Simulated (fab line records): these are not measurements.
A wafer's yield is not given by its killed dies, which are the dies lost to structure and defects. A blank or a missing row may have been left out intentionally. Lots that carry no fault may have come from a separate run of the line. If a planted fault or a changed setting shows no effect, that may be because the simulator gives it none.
A lot that was struck, set against a sound lot || flow nandHarc || 14 out of 1302 route steps
Sound: wafers L609.2, L609.3, L609.5. Struck: wafer L619.5 (left out: L619.3, L619.4 of the same lot, which were not struck); the cause appears at the end.
Each step with rows lists, per side, the tool, then ch with its chambers, then its first start. Under that, the readings that differ: sound wafers || struck wafers || difference of the means || sigmas: that difference in standard deviations of wafers without a fault.
alike: words and numbers the same on both sides, and readings whose means are apart by under 2 such deviations; not compared: readings that were withheld, readings missing a value for some wafer, numbers with overlapping values and no deviation given by the record, and bounds like >300 which may hide the same value.
A row with sigmas, a row that says differs or no value, or rows on one side alone: a step with any of these is where the two part. When numbers do not overlap yet have no deviation, they are printed without sigmas and do not part them. A reading missing from all wafers of one side parts the sides only when that side holds two or more wafers.

first, 3 steps without rows for these wafers: NHARC_A_STAIRCASE_STRIP_296 (strips in SPM, time 900 s); NHARC_A_STAIRCASE_PRECLEAN_297 (cleans in SC1); NHARC_A_STAIRCASE_SRD_298.
NHARC_A_STAIRCASE_HM_DEP_462: deposits aC, target thk 800 nm.
  sound on aclDep-03 ch 0, day 19 05:46; struck on aclDep-02 ch 0, day 23 00:22
  alike: throttleValvePct
NHARC_A_STAIRCASE_DEP_301: deposits SiON, target thk 30 nm.
  sound on pecvd-02 ch 0,1,2, day 19 07:20; struck on pecvd-04 ch 2, day 23 01:40
  alike: heaterPowerW
then, 6 steps without rows for these wafers: NHARC_A_STAIRCASE_DEHYDRATE_302 (time 120 s); NHARC_A_STAIRCASE_HMDS_303 (time 30 s); NHARC_A_STAIRCASE_COAT_304; NHARC_A_STAIRCASE_SOFTBAKE_305 (time 170 s); NHARC_A_STAIRCASE_EBR_306; NHARC_A_STAIRCASE_EXPOSE_307 (exposes mask CHOP 50).
NHARC_A_STAIRCASE_PEB_308: peb time 130 s.
  sound on lithoTrack-05 ch 0, day 19 08:00; struck on lithoTrack-05 ch 0, day 23 02:18
{"reading": "heaterPowerTotalW (W)", "sound": "124.07 123.76 123.92", "struck": 136.16, "difference": "+12.24", "sigmas": "+58"}
  not compared: plateTempC
then, 1 step without rows for these wafers: NHARC_A_STAIRCASE_DEVELOP_309 (time 140 s).
-- break in the record here, with 8 days between the starts of the struck wafers on either side (left off in module A_STAIRCASE, picked up again in module END, where the first step shown is number 1302 on the route) --
NHARC_END_SORT_01:
  only the struck wafers appear in the record here, on prober-02 ch 0 at day 30 18:20; the sound ones have no rows

== WHERE THEY PART ==
Earliest at NHARC_A_STAIRCASE_PEB_308; latest, in this record, at NHARC_END_SORT_01.

WHY: what the simulator had put in
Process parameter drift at NHARC_A_STAIRCASE_PEB_308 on lithoTrack-05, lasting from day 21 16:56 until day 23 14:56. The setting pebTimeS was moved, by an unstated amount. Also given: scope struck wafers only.
